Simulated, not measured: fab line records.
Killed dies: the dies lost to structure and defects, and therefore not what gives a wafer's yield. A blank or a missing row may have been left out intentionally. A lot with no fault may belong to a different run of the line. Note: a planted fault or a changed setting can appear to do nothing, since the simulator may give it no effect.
Split-lot study	flow n5 finfet	route with 1938 steps; 7 lots, 39 wafers read

ON THE SPLIT
At N5_ZERO_LAYER_PECVD_02 (deposits SiO2 from SiH4/N2O, target thk 10 nm, time 6 s), the setting time s was moved away from the recipe's 6 s on 9 of the 39 wafers read, by -45.4% to +41.8%. The other wafers ran this setting at the recipe's value.

The reading is taken at the split's own step.

THE READING
SiO2_of_ZERO_LAYER_PECVD_02.thk nm (the simulator's own value, which no gauge read), in nm, at N5_ZERO_LAYER_PECVD_02 (deposits SiO2 from SiH4/N2O, target thk 10 nm, time 6 s). No usual value for it is given in the file. Here, 30 wafers ran the recipe; their average is 9.905 nm with a standard deviation of 0.14 nm.

wafer	tool, chamber at the split	time s as run, s	against the recipe	SiO2_of_ZERO_LAYER_PECVD_02.thk nm, nm	against lot-mates on the recipe
L077.1	pecvd-01, 0	6	recipe	9.742	-
L077.2	pecvd-01, 1	6	recipe	9.735	-
L077.3	pecvd-01, 2	6	recipe	9.75	-
L077.4	pecvd-01, 1	6	recipe	9.93	-
L077.5	pecvd-01, 0	6	recipe	9.97	-
L077.6	pecvd-01, 2	6	recipe	9.85	-
L089.1	pecvd-03, 1	6	recipe	9.785	-
L089.2	pecvd-03, 2	6	recipe	9.948	-
L089.3	pecvd-03, 0	8.51	+41.8%	13.95	+4.063
L089.4	pecvd-03, 2	8.51	+41.8%	14.18	+4.293
L089.5	pecvd-03, 1	8.51	+41.8%	14.07	+4.183
L089.6	pecvd-03, 0	6	recipe	9.927	-
L091.1	pecvd-03, 0	6	recipe	9.94	-
L091.2	pecvd-03, 2	6	recipe	9.929	-
L091.3	pecvd-03, 1	6	recipe	9.67	-
L091.4	pecvd-03, 0	6	recipe	9.877	-
L091.5	pecvd-03, 1	6	recipe	9.824	-
L091.6	pecvd-03, 2	6	recipe	9.977	-
L093.1	pecvd-02, 0	6	recipe	9.806	-
L093.2	pecvd-02, 1	6	recipe	9.696	-
L093.3	pecvd-02, 2	6	recipe	9.83	-
L093.4	pecvd-02, 0	6	recipe	9.892	-
L093.5	pecvd-02, 1	6	recipe	10.02	-
L093.6	pecvd-02, 2	6	recipe	9.995	-
L094.1	pecvd-03, 1	6	recipe	10.06	-
L094.2	pecvd-03, 0	6	recipe	10.18	-
L094.3	pecvd-03, 2	7.145	+19.1%	12.04	+1.910
L094.4	pecvd-03, 1	7.145	+19.1%	12.12	+1.990
L094.5	pecvd-03, 0	6	recipe	10.15	-
L094.6	pecvd-03, 2	7.145	+19.1%	12.28	+2.150
L095.1	pecvd-03, 0	3.275	-45.4%	5.313	-4.606
L095.2	pecvd-03, 1	3.275	-45.4%	5.077	-4.842
L095.3	pecvd-03, 2	6	recipe	9.845	-
L095.4	pecvd-03, 1	3.275	-45.4%	5.272	-4.647
L095.5	pecvd-03, 2	6	recipe	10.06	-
L095.6	pecvd-03, 0	6	recipe	9.853	-
L097.1	pecvd-01, 1	6	recipe	9.846	-
L097.3	pecvd-01, 0	6	recipe	9.824	-
L097.6	pecvd-01, 1	6	recipe	10.23	-

THE FIT
A straight line over all 39 wafers: SiO2_of_ZERO_LAYER_PECVD_02.thk nm changes by +0.103 nm for each +1% of time s; r = +1.00; the points scatter about the line by 0.16 nm.
The same after taking each lot's own level away (the mean of its wafers on the recipe; 39 wafers): +0.102 nm for each +1%; r = +1.00; scatter 0.11 nm.
On that fit, the largest move of time s shifts the reading by 4.6 nm.
From 9.8295 to 10.1300 nm: that is the span of the lots' own levels, equal to 2.2 times the standard deviation above.
Hence the lot-to-lot level has little effect on the slope; both slopes agree.
Check: with one of the wafers moved furthest among these (-45.4%) left out of the fit, the line predicts -4.66 nm for it against its lot-mates. It came out at -4.61 nm against them.

FILE'S OWN FIT
SiO2_of_ZERO_LAYER_PECVD_02.thk nm changes by +0.102 nm for each +1% of time s, r = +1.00.
